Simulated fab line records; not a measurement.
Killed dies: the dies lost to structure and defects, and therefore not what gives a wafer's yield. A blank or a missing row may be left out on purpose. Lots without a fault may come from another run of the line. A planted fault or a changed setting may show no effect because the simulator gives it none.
Which tool is to blame? -- flow nand_harc -- 36 wafers from 12 lots sampled at 6 of the route's 1302 steps

== WHAT THE GAUGES READ, wafer by wafer ==
NHARC_A_CHANNEL_HOLE_D1_INSPECT_40.
lot,measured,on,raw_defect_count
L902,day 9 03:40,defect_inspect-02,28 46 46
L901,day 9 05:17,defect_inspect-01,126 107 110
L903,day 9 15:35,defect_inspect-01,37 52 39
L904,day 10 05:04,defect_inspect-01,39 38 27
L905,day 10 13:49,defect_inspect-02,61 72 61
L910,day 12 19:53,defect_inspect-01,88 57 44
L911,day 13 05:14,defect_inspect-02,60 90 53
L915,day 14 18:25,defect_inspect-02,99 92 117
L914,day 14 18:58,defect_inspect-02,41 35 41
L917,day 15 11:25,defect_inspect-02,93 119 94
L920,day 16 12:01,defect_inspect-02,858 797 944
L921,day 17 03:58,defect_inspect-02,862 915 857

NHARC_END_SORT_01.
lot,measured,on,killed_at_array,killed_at_other,killed_at_periphery,killed_dies,killed_open,killed_short
L911,day 28 08:12,prober-02,39 49 45,0 0 0,6 5 11,45 54 56,4 5 3,3 1 2
L915,day 30 19:53,prober-02,68 59 61,0 0 2,5 4 4,73 63 67,6 7 6,4 4 1
L914,day 30 01:54,prober-01,43 50 49,4 1 0,4 5 4,51 56 53,4 1 5,1 2 3
L917,day 30 18:16,prober-01,89 86 82,2 2 0,1 1 2,92 89 84,1 6 4,0 3 3
L920,day 32 01:04,prober-02,99 76 84,0 0 1,2 2 7,101 78 92,1 2 6,1 2 4
L921,day 32 17:46,prober-01,107 76 87,2 2 1,2 3 1,111 81 89,5 1 2,3 2 1

== WHAT TOOL EACH LOT RAN ON (gives the tool, then ch and the chambers of the sampled wafers, and finally the start) ==
lot,NHARC_A_CHANNEL_HOLE_D1_ETCH_20,NHARC_A_CHANNEL_HOLE_D1_ETCH_33,NHARC_A_CHANNEL_FILL_D1_ALD_03,NHARC_A_CHANNEL_FILL_D1_ALD_16
L902,"har_etch-01 ch 0,1, day 8 21:58","har_etch-01 ch 0,1, day 9 01:48","ald_sin_batch-02 ch 0, day 9 17:05 or earlier","ald_hk-01 ch 0,1,2, day 9 17:05"
L901,"har_etch-02 ch 0,1, day 8 23:43","har_etch-02 ch 0,1, day 9 03:33","ald_sin_batch-02 ch 0, day 9 17:07 or earlier","ald_hk-03 ch 0,1,2, day 9 17:07"
L903,"har_etch-01 ch 0,1, day 9 09:49","har_etch-01 ch 0,1, day 9 13:39","ald_sin_batch-03 ch 0, day 10 04:04 or earlier","ald_hk-01 ch 0,1,3, day 10 04:04"
L904,"har_etch-01 ch 0,1, day 9 23:32","har_etch-01 ch 0,1, day 10 03:21","ald_sin_batch-02 ch 0, day 10 17:26 or earlier","ald_hk-04 ch 1,2,3, day 10 17:26"
L905,"har_etch-01 ch 0,1, day 10 08:15","har_etch-01 ch 0,1, day 10 12:07","ald_sin_batch-03 ch 0, day 11 02:37 or earlier","ald_hk-01 ch 1,2,3, day 11 02:37"
L910,"har_etch-01 ch 0,1, day 12 14:05","har_etch-01 ch 0,1, day 12 17:58","ald_sin_batch-01 ch 0, day 13 07:59 or earlier","ald_hk-04 ch 0,1,3, day 13 07:59"
L911,"har_etch-01 ch 0,1, day 12 23:47","har_etch-01 ch 0,1, day 13 03:35","ald_sin_batch-03 ch 0, day 13 17:41 or earlier","ald_hk-04 ch 0,3, day 13 17:41"
L915,"har_etch-02 ch 0,1, day 14 12:51","har_etch-02 ch 0,1, day 14 16:43","ald_sin_batch-02 ch 0, day 15 06:56 or earlier","ald_hk-03 ch 0,1,3, day 15 06:56"
L914,"har_etch-01 ch 0,1, day 14 13:07","har_etch-01 ch 0,1, day 14 16:57","ald_sin_batch-02 ch 0, day 15 07:04 or earlier","ald_hk-03 ch 0,2,3, day 15 07:04"
L917,"har_etch-02 ch 0,1, day 15 05:54","har_etch-02 ch 0,1, day 15 09:43","ald_sin_batch-03 ch 0, day 16 00:06 or earlier","ald_hk-03 ch 1,2,3, day 16 00:06"
L920,"har_etch-01 ch 0,1, day 16 06:24","har_etch-01 ch 0,1, day 16 10:16","ald_sin_batch-03 ch 0, day 16 23:58 or earlier","ald_hk-03 ch 0,2,3, day 16 23:58"
L921,"har_etch-01 ch 0,1, day 16 22:22","har_etch-01 ch 0,1, day 17 02:14","ald_sin_batch-02 ch 0, day 17 16:53 or earlier","ald_hk-01 ch 0,1,3, day 17 16:53"
- NHARC_A_CHANNEL_HOLE_D1_ETCH_20: etches the open film in C4F8/O2/Ar, time 361.9 s, target depth 1600 nm.
- NHARC_A_CHANNEL_HOLE_D1_ETCH_33: etches the open film in C4F8/O2/Ar, time 90 s, target depth 400 nm.
- NHARC_A_CHANNEL_FILL_D1_ALD_03: deposits SiNx, target thk 6 nm, pulse time 60 s, ald cycles 58.
- NHARC_A_CHANNEL_FILL_D1_ALD_16: deposits SiO2, target thk 1.5 nm, pulse time 10 s, ald cycles 15.

== AS READ BY THE TOOLS THEMSELVES (means over the sampled wafers that have a number; for cases with no such wafer, the mark the record gives instead) ==
NHARC_A_CHANNEL_HOLE_D1_ETCH_20.
lot,tool,drypump_motor_current_A (A),showerhead_plenum_p_Torr (Torr),throttle_valve_pct (%)
L902,har_etch-01,4.9,3.73,32.163
L901,har_etch-02,6.0,3.67,32.163
L903,har_etch-01,4.9,3.73,32.158
L904,har_etch-01,5.0,3.72,32.147
L905,har_etch-01,5.0,3.72,32.156
L910,har_etch-01,5.2,3.70,32.147
L911,har_etch-01,5.2,3.70,32.154
L915,har_etch-02,6.0,3.63,32.162
L914,har_etch-01,5.2,3.68,32.158
L917,har_etch-02,5.6,3.68,32.163
L920,har_etch-01,5.2,3.67,32.155
L921,har_etch-01,5.2,3.67,32.159

NHARC_A_CHANNEL_HOLE_D1_ETCH_33.
lot,tool,drypump_motor_current_A (A),showerhead_plenum_p_Torr (Torr),throttle_valve_pct (%)
L902,har_etch-01,5.0,3.77,27.626
L901,har_etch-02,6.0,3.71,27.617
L903,har_etch-01,4.9,3.76,27.619
L904,har_etch-01,5.0,3.76,27.613
L905,har_etch-01,4.9,3.76,27.617
L910,har_etch-01,5.2,3.74,27.626
L911,har_etch-01,5.2,3.73,27.620
L915,har_etch-02,6.0,3.67,27.624
L914,har_etch-01,5.2,3.72,27.629
L917,har_etch-02,5.6,3.72,27.625
L920,har_etch-01,5.2,3.71,27.613
L921,har_etch-01,5.3,3.70,27.625

NHARC_A_CHANNEL_FILL_D1_ALD_03.
lot,tool,precursor_pulse_height_rel
L902,ald_sin_batch-02,0.987
L901,ald_sin_batch-02,1.001
L903,ald_sin_batch-03,0.994
L904,ald_sin_batch-02,0.988
L905,ald_sin_batch-03,0.993
L910,ald_sin_batch-01,1.001
L911,ald_sin_batch-03,0.987
L915,ald_sin_batch-02,0.981
L914,ald_sin_batch-02,0.996
L917,ald_sin_batch-03,0.996
L920,ald_sin_batch-03,0.980
L921,ald_sin_batch-02,0.999

NHARC_A_CHANNEL_FILL_D1_ALD_16.
lot,tool,heater_power_w (W),precursor_pulse_height_rel
L902,ald_hk-01,444,0.997
L901,ald_hk-03,488,1.001
L903,ald_hk-01,440,1.024
L904,ald_hk-04,438,0.992
L905,ald_hk-01,410,0.990
L910,ald_hk-04,445,1.001
L911,ald_hk-04,455,1.003
L915,ald_hk-03,457,0.990
L914,ald_hk-03,450,1.014
L917,ald_hk-03,461,0.976
L920,ald_hk-03,442,0.998
L921,ald_hk-01,455,1.009

== THE ANSWER, worked out from the rows above alone ==
Rule: what is usual is taken from the lots themselves. The widest of any qualifying gaps counts: lots, ordered by their means at a reading, are off when they make up no more than a third of the lots, leave a main group of 4 or more, and stand apart from it by 3 or more times the standard deviation of that group's means. Not used: any main group whose means are identical at the precision the tables above print for the reading. Also off: a lot with no number at a reading for which 4 or more lots have one. Where the step has rows for the other lots, those lots are counted as sound. The gauges are gone through in route order, then the tools' own readings, and for those a lot's mean is taken as printed above. At the first step where some lot is off, the reading lying furthest off is the one used; lots without a number count as furthest.
Off: L920, L921, at NHARC_A_CHANNEL_HOLE_D1_INSPECT_40 (raw_defect_count). The main group: mean 67, standard deviation 28.
If a tool, at a process step before that reading, ran all the lots that are off and no sound lot after the first of them, it fits. The gauges at NHARC_A_CHANNEL_HOLE_D1_INSPECT_40 are tried like those tools. This does not decide it: 2 tools fit, namely har_etch-01 at NHARC_A_CHANNEL_HOLE_D1_ETCH_20 and NHARC_A_CHANNEL_HOLE_D1_ETCH_33 and defect_inspect-02 at NHARC_A_CHANNEL_HOLE_D1_INSPECT_40.

== WHAT THE SIMULATOR HAD INSERTED ==
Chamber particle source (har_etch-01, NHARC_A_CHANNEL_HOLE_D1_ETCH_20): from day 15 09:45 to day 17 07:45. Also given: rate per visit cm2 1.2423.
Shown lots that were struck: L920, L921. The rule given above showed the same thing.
